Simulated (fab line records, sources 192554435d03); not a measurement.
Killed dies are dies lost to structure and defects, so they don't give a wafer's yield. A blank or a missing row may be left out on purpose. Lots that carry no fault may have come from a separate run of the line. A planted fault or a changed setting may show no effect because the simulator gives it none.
8D (eight disciplines) problem report, filled in by code | flow n5 finfet | the parts of the form that need people (team, actions taken, sign-off) are left out
Where a reading is given only as a bound, like >300, the bound stands for it, and a mean or a difference that rests on one is marked > or <: the true number lies beyond.

## 1. WHAT IS WRONG
Mean of raw defect count at N5_BEOL_M0_SAQP_INSPECT_42: 1096 across 6 wafers in 2 lots; on wafers with no fault it is 291 (standard deviation 80). Relative to the usual mean, that is a shift of +10 standard deviations.
The step: inspects for defects (brightfield).
Seen first at day 9 18:14 on defect inspect-02, wafer L497.1. At this step, 12 wafers from 4 lots have a number in the record. The rule behind "out" and "out of limits": a value lying over 4 standard deviations away from the usual mean. Any other wafer with a number is counted as sound.

## 2. WHAT IT IS; WHAT IT IS NOT
question                    | is                     | is not
which readings at this step | raw defect count       | -
which lots                  | L497, L498             | L494, L503
which wafers of those lots  | all that have a number | -
read on which gauges        | defect inspect-02      | defect inspect-01
when                        | from day 9 18:14       | up to then (3 sound wafers); but 3 sound wafers of L503 came after

## 3. THE SUSPECTS, EACH WITH WHAT RULES IT OUT
Counting: a tool stays on the suspect list if, at a process step up to the reading, it processed all lots that are out and no sound lot following the first of them.
- the gauge at N5_BEOL_M0_SAQP_INSPECT_42 has been ruled out. All the wafers that are out were read on defect inspect-02, but those of them that N5_BEOL_M0_CUTY_INSPECT_59 has rows for are out there too, on other tools.
- rie si-06 at N5_BEOL_M0_SAQP_ETCH_102 (etches SiO2 in CF4, target depth 4 nm, time 4.4 s): kept. All lots that are out passed through it, beginning with L497 at day 9 16:05, and no sound lot followed; its final sound lot before that point was L494 at day 9 01:35.
The count leaves rie si-06 at N5_BEOL_M0_SAQP_ETCH_102.

## 4. THE CAUSE (what the simulator had put in)
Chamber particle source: rie si-06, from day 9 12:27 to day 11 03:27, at N5_BEOL_M0_SAQP_ETCH_102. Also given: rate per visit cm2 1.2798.
The count eliminated every tool but this one.

## 5. SEQUENCE OF EFFECTS, ordered by route
Rows list readings where the struck wafers' mean (over those with a number) sits beyond 3 standard deviations from the usual. Scope: only readings with a usual standard deviation given in the record; hours: median across lots of the time from each lot's start at the first step in this table that gives one to its start at this step; sigmas: change in usual standard deviations.
hours | step                       | reading              | usual  | on struck wafers | change | sigmas
0     | N5_BEOL_M0_SAQP_INSPECT_42 | raw defect count     | 291    | 1096             | +805   | +10
1     | N5_BEOL_M0_CUTY_INSPECT_59 | raw defect count     | 2.0    | >300             | >+298  | +99 or more
156   | N5_PASSIVATION_PROBE_49    | defect limited yield | 91.3 % | 82.3             | -9.0   | -6.4
156   | N5_PASSIVATION_PROBE_49    | killed_at_M0_to_M3   | 32     | 148              | +116   | +12
156   | N5_PASSIVATION_PROBE_49    | killed dies          | 103    | 209              | +106   | +6.2
156   | N5_PASSIVATION_PROBE_49    | sort_bin_5_function  | 5.0 %  | 10.6             | +5.6   | +6.1
156   | N5_PASSIVATION_PROBE_49    | sort n pass          | 1076   | 967              | -109   | -6.4
156   | N5_PASSIVATION_PROBE_49    | sort yield pct       | 91.2 % | 81.9             | -9.3   | -6.6
The process steps in it:
- N5_PASSIVATION_PROBE_49
Later measuring or inspecting steps at which every struck wafer that the step has a row for has a number for every such reading, and none has moved that far: N5_BEOL_M4_RC_MEAS_101.

## 6. WHAT WOULD HAVE CAUGHT IT SOONER
In this record the first reading out of limits at a measuring or inspecting step was taken at day 9 18:14, 6 hours after the fault began at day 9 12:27.
No tool reading at N5_BEOL_M0_SAQP_ETCH_102 that has a usual standard deviation in the record was out on any struck wafer, so an alarm limit of 4 standard deviations on those readings would not have fired.
L498, from the lots that are out (2), started N5_BEOL_M0_SAQP_ETCH_102 on rie si-06 later than day 9 18:14. Putting the tool on hold at that point would have spared it.
